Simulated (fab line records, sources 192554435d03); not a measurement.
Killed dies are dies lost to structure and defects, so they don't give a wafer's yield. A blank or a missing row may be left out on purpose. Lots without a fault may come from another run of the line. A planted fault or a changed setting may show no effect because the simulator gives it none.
Problem report in the 8D (eight disciplines) form, filled by code | flow n5_finfet | the parts of the form that need people (team, actions taken, sign-off) are left out

1. THE PROBLEM
rf_fwd_power_W at N5_HKMG_FIN_ETCH_35 reads a mean of 3704 W on 6 wafers of 2 lots; wafers without a fault read 2991 W with a standard deviation of 10. That is +71 standard deviations from the usual mean.
The step: etches SOC in N2/H2, target depth 215.8 nm, time 243.4 s.
First seen on wafer L910.3, day 5 08:28, on rie_diel-01. The record holds 18 wafers of 6 lots with a number at this step. Rule for "out", or "out of limits": more than 4 standard deviations from the usual mean. The other wafers with a number count as sound.

2. WHAT IT IS AND WHAT IT IS NOT
question                    | is                       | is not
which readings at this step | rf_fwd_power_W, rf_vpp_V | drypump_motor_current_A, showerhead_plenum_p_Torr, throttle_valve_pct
which lots                  | L910, L911               | L906, L909, L912, L920
which wafers of those lots  | all that have a number   | -
read on which tools         | rie_diel-01              | rie_diel-03, rie_diel-04
when                        | from day 5 08:28         | up to then (6 sound wafers); but 6 sound wafers of L912, L920 came after

3. SUSPECTS, AND WHAT RULES EACH OUT
Counting: a tool at a process step up to the reading stays a suspect if it ran every lot that is out and no sound lot after the first of them.
- rie_diel-01 at N5_HKMG_FIN_DESCUM_17 (chemistry O2, time 7.9 s): kept. It ran every lot that is out, first L910 (day 5 08:10), and no sound lot after that; its last sound lot up to then is L909 (day 5 03:05).
- rie_diel-01 at N5_HKMG_FIN_ETCH_31 (etches SiARC in CF4, target depth 45.5 nm, time 75.8 s): kept. It ran every lot that is out, first L910 (day 5 08:12), and no sound lot after that; its last sound lot up to then is L909 (day 5 03:08).
- rie_diel-01 at N5_HKMG_FIN_ETCH_32 (etches SOC in N2/H2, target depth 240 nm, time 300 s): kept. It ran every lot that is out, first L910 (day 5 08:15), and no sound lot after that; its last sound lot up to then is L909 (day 5 03:11).
- rie_diel-01 at N5_HKMG_FIN_STRIP_34 (strips in CF4): kept. It ran every lot that is out, first L910 (day 5 08:26), and no sound lot after that; its last sound lot up to then is L909 (day 5 03:22).
- rie_diel-01 at N5_HKMG_FIN_ETCH_35 (etches SOC in N2/H2, target depth 215.8 nm, time 243.4 s): kept. It ran every lot that is out, first L910 (day 5 08:28), and no sound lot after that; its last sound lot up to then is L909 (day 5 03:23). Its own readings are out on those wafers: rf_fwd_power_W, rf_vpp_V.
Left after counting: rie_diel-01 at N5_HKMG_FIN_DESCUM_17, rie_diel-01 at N5_HKMG_FIN_ETCH_31, rie_diel-01 at N5_HKMG_FIN_ETCH_32, rie_diel-01 at N5_HKMG_FIN_STRIP_34, rie_diel-01 at N5_HKMG_FIN_ETCH_35.

4. THE CAUSE (what the simulator had put in)
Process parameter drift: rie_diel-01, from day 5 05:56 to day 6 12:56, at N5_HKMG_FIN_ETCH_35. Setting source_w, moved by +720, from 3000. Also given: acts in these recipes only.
Counting left 5 suspects, and this tool is among them.

5. THE CHAIN OF EFFECTS, in route order
Each row: a reading whose mean over the struck wafers that have a number lies more than 3 standard deviations from the usual. Only readings for which the record gives a usual standard deviation are gone through. hours: the time from each lot's start at the first step in this table that gives one to its start at this step, as a median over the lots. sigmas: the change in usual standard deviations.
hours | step                | reading        | usual   | on struck wafers | change | sigmas
0     | N5_HKMG_FIN_ETCH_35 | rf_fwd_power_W | 2991 W  | 3704             | +713   | +71
0     | N5_HKMG_FIN_ETCH_35 | rf_vpp_V       | 142.0 V | 132.1            | -9.9   | -8.3
The process steps in it:
- N5_HKMG_FIN_ETCH_35: etches SOC in N2/H2, target depth 215.8 nm, time 243.4 s.
Later measuring or inspecting steps at which every struck wafer that the step has a row for has a number for every such reading, and none has moved that far: N5_BEOL_M4_RC_MEAS_101.

6. WHAT WOULD HAVE CAUGHT IT SOONER
In this record the first reading out of limits was taken at day 5 08:28, 3 hours after the fault began at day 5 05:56.
